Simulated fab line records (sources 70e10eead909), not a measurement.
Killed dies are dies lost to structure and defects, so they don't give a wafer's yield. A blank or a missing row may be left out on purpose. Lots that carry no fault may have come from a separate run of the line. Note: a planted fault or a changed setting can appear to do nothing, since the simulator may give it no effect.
Matching of chambers ; flow nandHarc ; rieDiel-12 running NHARC_A_STAIRCASE_TRIM_12: 4 sister chambers
The step chemistry O2, time 211.2 s. 24 wafers are shown with their chamber, then 12 later ones without.

== WAFERS, EACH WITH ITS CHAMBER ==
wafer;chamber;drypumpMotorCurrentA (A);showerheadPlenumPTorr (Torr);rfVppV (V)
L074.1;0;6.3;3.80;58.8
L074.3;3;5.6;3.61;57.8
L074.5;3;5.6;3.61;57.6
L075.2;2;5.3;3.46;56.7
L075.4;3;5.7;3.60;59.1
L075.5;0;6.3;3.80;58.2
L076.4;3;5.7;3.60;57.2
L076.5;3;5.7;3.60;57.6
L076.6;2;5.3;3.46;57.5
L077.2;1;5.8;3.73;57.8
L077.3;3;5.6;3.60;57.8
L077.6;1;5.8;3.73;58.5
L079.1;3;5.6;3.60;58.3
L079.2;1;5.8;3.72;59.0
L079.4;2;5.3;3.46;57.8
L080.3;1;5.8;3.72;57.9
L080.5;0;6.3;3.79;57.9
L080.6;3;5.7;3.60;57.4
L085.1;2;5.3;3.45;57.0
L085.4;1;5.8;3.72;57.2
L085.6;3;5.6;3.59;57.5
L087.1;0;6.3;3.77;59.1
L087.4;2;5.3;3.45;59.1
L087.5;3;5.6;3.59;57.7

SIGNATURES (means of the wafers above)
reading;chamber 0;chamber 1;chamber 2;chamber 3;scatter within a chamber
drypumpMotorCurrentA;6.300;5.800;5.300;5.640;0.0346
showerheadPlenumPTorr;3.7900;3.7240;3.4560;3.6000;0.00787
rfVppV;58.500;58.080;57.620;57.800;0.668
Rule: a wafer's distance from a chamber is the root of the sum, over the readings, of the square of ((its reading less the chamber's mean) divided by the reading's scatter). The wafer belongs to the nearest chamber; if the next one is less than 2 further off, it can't be placed. How the scatter is found: for the shown wafers, subtract from each reading the mean of its chamber, square and add these, divide the total by (wafers less chambers), then take the root.

== WAFERS WITH NO CHAMBER GIVEN ==
wafer;drypumpMotorCurrentA (A);showerheadPlenumPTorr (Torr);rfVppV (V)
L089.1;5.3;3.44;57.4
L089.2;5.8;3.71;57.3
L089.4;5.8;3.71;57.0
L088.1;5.8;3.71;56.5
L088.4;5.3;3.44;57.3
L088.6;5.7;3.58;58.8
L094.2;6.3;3.77;58.5
L094.3;5.7;3.57;57.7
L094.5;5.3;3.43;56.6
L097.1;6.3;3.76;58.8
L097.2;5.8;3.69;58.4
L097.4;5.3;3.43;55.9

== WHICH CHAMBER EACH WENT THROUGH ==
wafer;from the rows above;in truth
L089.1;2;2
L089.2;1;1
L089.4;1;1
L088.1;1;1
L088.4;2;2
L088.6;3;3
L094.2;0;0
L094.3;3;3
L094.5;2;2
L097.1;0;0
L097.2;1;1
L097.4;2;2
12 of 12 placed correctly. Left unplaced by these rows: 0. 0 placed wrongly.
